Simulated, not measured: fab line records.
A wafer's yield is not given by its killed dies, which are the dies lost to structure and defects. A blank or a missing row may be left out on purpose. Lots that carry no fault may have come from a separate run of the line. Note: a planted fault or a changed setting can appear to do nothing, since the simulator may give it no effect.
Struck lot and sound lot, side by side	flow nandHarc	14 out of 1302 route steps
Sound: wafers L996.1, L996.4, L996.5. Struck: wafer L108.3; the same lot's L108.4 was not struck, so it is left out; see the end for the cause.
For every step that has rows: the tool of each side, followed by ch and its chambers, followed by its first start. Under that, the readings that differ: sound wafers	struck wafers	difference of the means	sigmas: that difference in standard deviations of wafers without a fault.
alike: a reading whose means differ by less than 2 such deviations, as well as words and numbers matching on both sides. not compared: withheld readings; readings where some wafer has no value; bounds like >300 that might hide an equal value; numbers whose values overlap and for which the record gives no deviation.
A row with sigmas, a row that says differs or no value, or rows on one side alone: a step with any of these is where the two part. When numbers do not overlap yet have no deviation, they are printed without sigmas and do not part them. Lack of a reading on every wafer of one side parts them only where that side has two or more wafers.

first, 1 step without rows for these wafers: NHARC_A_ONON_D1_DEP_06 (target thk 1000 nm).
NHARC_A_ONON_D1_THK_MEAS_08: measures by ellipsometry.
  sound on filmMetro-01, day 9 20:19; struck on filmMetro-01, day 15 03:04
reading	sound	struck	difference	sigmas
thkNm (nm)	1007 1007 1008	975	-32	-3
after that, 1 step with no rows for these wafers: NHARC_A_ONON_D1_DEP_09 (target thk 1000 nm).
NHARC_A_ONON_D1_THK_MEAS_11: measures by ellipsometry.
  sound on filmMetro-02, day 9 20:52; struck on filmMetro-02, day 15 03:38
reading	sound	struck	difference	sigmas
thkNm (nm)	996 996 999	970	-27	-3
after that, 1 step with no rows for these wafers: NHARC_A_ONON_D1_DEP_12 (target thk 1000 nm).
NHARC_A_ONON_D1_THK_MEAS_14: measures by ellipsometry.
  sound on filmMetro-01, day 9 21:27; struck on filmMetro-01, day 15 04:12
  alike: thkNm
then, 2 steps without rows for these wafers: NHARC_A_ONON_D1_ANNEAL_15 (time 3600 s); NHARC_A_ONON_D1_DEP_16 (target thk 1000 nm).
NHARC_A_ONON_D1_THK_MEAS_18: measures by ellipsometry.
  sound on filmMetro-02, day 10 06:26; struck on filmMetro-01, day 15 13:02
reading	sound	struck	difference	sigmas
thkNm (nm)	1013 1013 1012	985	-28	-3
after that, 1 step with no rows for these wafers: NHARC_A_ONON_D1_DEP_19 (target thk 1000 nm).
NHARC_A_ONON_D1_THK_MEAS_21: measures by ellipsometry.
  sound on filmMetro-01, day 10 07:01; struck on filmMetro-01, day 15 13:35
  alike: thkNm
NHARC_A_ONON_D1_DEP_22: target thk 1000 nm.
  sound on pecvdOnon-04 ch 0, day 10 07:04; struck on pecvdOnon-02 ch 0, day 15 13:46
NHARC_A_ONON_D1_THK_MEAS_24: measures by ellipsometry.
  sound on filmMetro-01, day 10 07:35; struck on filmMetro-02, day 15 14:10
reading	sound	struck	difference	sigmas
thkNm (nm)	1005 1005 1006	1503	+498	+55
after that, 1 step with no rows for these wafers: NHARC_A_ONON_D1_DEP_25 (target thk 1000 nm).

WHERE THEY PART
At NHARC_A_ONON_D1_THK_MEAS_08 first; at NHARC_A_ONON_D1_THK_MEAS_24 last (within this record only).

WHY: the cause the simulator had injected
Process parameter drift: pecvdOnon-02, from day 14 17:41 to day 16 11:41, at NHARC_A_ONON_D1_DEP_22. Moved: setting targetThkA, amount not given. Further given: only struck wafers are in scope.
